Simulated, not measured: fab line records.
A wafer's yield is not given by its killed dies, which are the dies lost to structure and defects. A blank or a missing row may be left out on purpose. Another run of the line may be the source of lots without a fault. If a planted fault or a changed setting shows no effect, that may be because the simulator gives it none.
Matching of chambers	flow n5-finfet	N5_BEOL_M14_ETCH_68 on rie-diel-06: 4 sister chambers
The step etches SOC in N2/H2, time 450 s. 16 wafers are shown with their chamber, then 8 later ones without.

## EACH WAFER AND ITS CHAMBER
wafer	chamber	showerhead-plenum-p-Torr (Torr)	throttle-valve-pct (%)	oes-product-au (a.u.)
L074.1	0	2.64	17.94	0.74
L074.2	2	2.49	17.58	0.89
L074.3	3	2.63	17.80	0.72
L078.1	0	2.64	17.94	0.74
L078.2	3	2.63	17.82	0.71
L078.3	2	2.49	17.58	0.87
L080.2	3	2.62	17.84	0.72
L080.5	3	2.62	17.84	0.72
L080.6	0	2.63	17.95	0.73
L084.1	3	2.62	17.85	0.71
L084.3	0	2.63	17.98	0.71
L084.6	3	2.62	17.86	0.71
L085.3	1	2.50	17.40	0.97
L085.4	0	2.63	17.99	0.71
L085.5	2	2.48	17.62	0.85
L087.3	3	2.62	17.86	0.70

SIGNATURES, as means of the wafers listed above
reading	chamber 0	chamber 1	chamber 2	chamber 3	scatter within a chamber
showerhead-plenum-p-Torr	2.6340	2.5000	2.4867	2.6229	0.00524
throttle-valve-pct	17.9600	17.4000	17.5933	17.8386	0.0226
oes-product-au	0.7260	0.9700	0.8700	0.7129	0.0131
Rule: distance of a wafer from a chamber = root of the sum over the readings of ((wafer's reading minus chamber's mean) / reading's scatter) squared. The wafer belongs to the nearest chamber; if the next one is less than 2 further off, it can't be placed. The scatter: the root of (the sum of the squares of (reading less its chamber's mean) over the shown wafers, divided by (wafers less chambers)).

## WAFERS WITHOUT THEIR CHAMBER
wafer	showerhead-plenum-p-Torr (Torr)	throttle-valve-pct (%)	oes-product-au (a.u.)
L087.5	2.48	17.64	0.84
L087.6	2.62	17.86	0.70
L088.1	2.48	17.63	0.85
L088.3	2.62	17.86	0.70
L088.4	2.50	17.41	0.95
L093.1	2.47	17.66	0.82
L093.2	2.49	17.46	0.89
L093.4	2.62	18.02	0.70

## CHAMBER TAKEN BY EACH
wafer	from the rows above	in truth
L087.5	2	2
L087.6	3	3
L088.1	2	2
L088.3	3	3
L088.4	1	1
L093.1	2	2
L093.2	can't be placed: 2 or 1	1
L093.4	0	0
7 of 8 placed correctly. From these rows, 1 cannot be placed; in 1 the true chamber is one of the candidates. Number placed wrongly: 0.
